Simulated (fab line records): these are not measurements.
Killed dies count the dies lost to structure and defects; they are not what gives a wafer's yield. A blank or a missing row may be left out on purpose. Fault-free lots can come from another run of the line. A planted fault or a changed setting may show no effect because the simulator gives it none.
Struck lot and sound lot, side by side || flow nand_harc || 13 out of 1159 route steps
Sound: these wafers, L669.2, L669.3, L669.6. Wafers L660.1, L660.3, L660.5 were the ones struck. The cause is given at the end.
For every step that has rows: the tool of each side, followed by ch and its chambers, followed by its first start. Under that, the readings that differ: sound wafers || struck wafers || difference of the means || sigmas: that difference in standard deviations of wafers without a fault.
alike: readings whose means differ by less than 2 such deviations, and words and numbers that are the same on both sides. not compared: withheld readings, readings that some wafer has no value for, bounds like >300 that may hide the same value, and numbers for which the record gives no deviation and whose values overlap.
Wherever a step has rows on one side only, a row that says differs or no value, or a row with sigmas, the two part there. Non-overlapping numbers with no deviation appear without sigmas and do not part them. A reading that every wafer of one side lacks parts them only if that side has two wafers or more.

first, 1 step without rows for these wafers: NHARC_P_M1_SRD_25.
NHARC_P_M1_INSPECT_27:
  sound on defect_inspect-02 at day 11 08:01; struck on defect_inspect-02 at day 9 07:32
  alike: raw_defect_count
NHARC_P_M1_PRE_CLEAN_32: time 12 s.
  sound on pecvd-03 ch 0,1, day 11 08:05; struck on pecvd-02 ch 0,1,2, day 9 07:38
  alike: heater_power_w
NHARC_P_M1_DEP_33: deposits SiCN, target thk 30 nm.
  sound on pecvd-03 ch 0,1, day 11 08:10; struck on pecvd-02 ch 0,1,2, day 9 07:44
  alike: heater_power_w
then, 7 steps without rows for these wafers: NHARC_P_M2_DEP_00 (deposits SiOC, target thk 182.5 nm); NHARC_P_M2_DEHYDRATE_01 (time 120 s); NHARC_P_M2_HMDS_02 (time 30 s); NHARC_P_M2_COAT_34 (time 65 s); NHARC_P_M2_COAT_03 (resist thk 90 nm); NHARC_P_M2_SOFTBAKE_04 (time 55 s); NHARC_P_M2_EBR_05.
NHARC_P_M2_EXPOSE_06: exposes mask P M2, target cd 170 nm.
  struck on arfi_scanner-03, day 9 08:53; sound on arfi_scanner-03 ch 0, day 11 09:16
  no value came back on the struck wafers for exposure_dose_mJ_cm2, focus_offset_nm (nm); on the sound wafers exposure_dose_mJ_cm2 reads 80.74 80.64 80.74
  alike: mask
then, 1 step without rows for these wafers: NHARC_P_M2_PEB_07 (peb time 65 s).

## WHERE THEY PART
Only at NHARC_P_M2_EXPOSE_06, within this record.

WHY: the cause the simulator had injected
Step skipped in full: arfi_scanner-03, at NHARC_P_M2_EXPOSE_06, from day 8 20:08 onward. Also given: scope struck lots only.
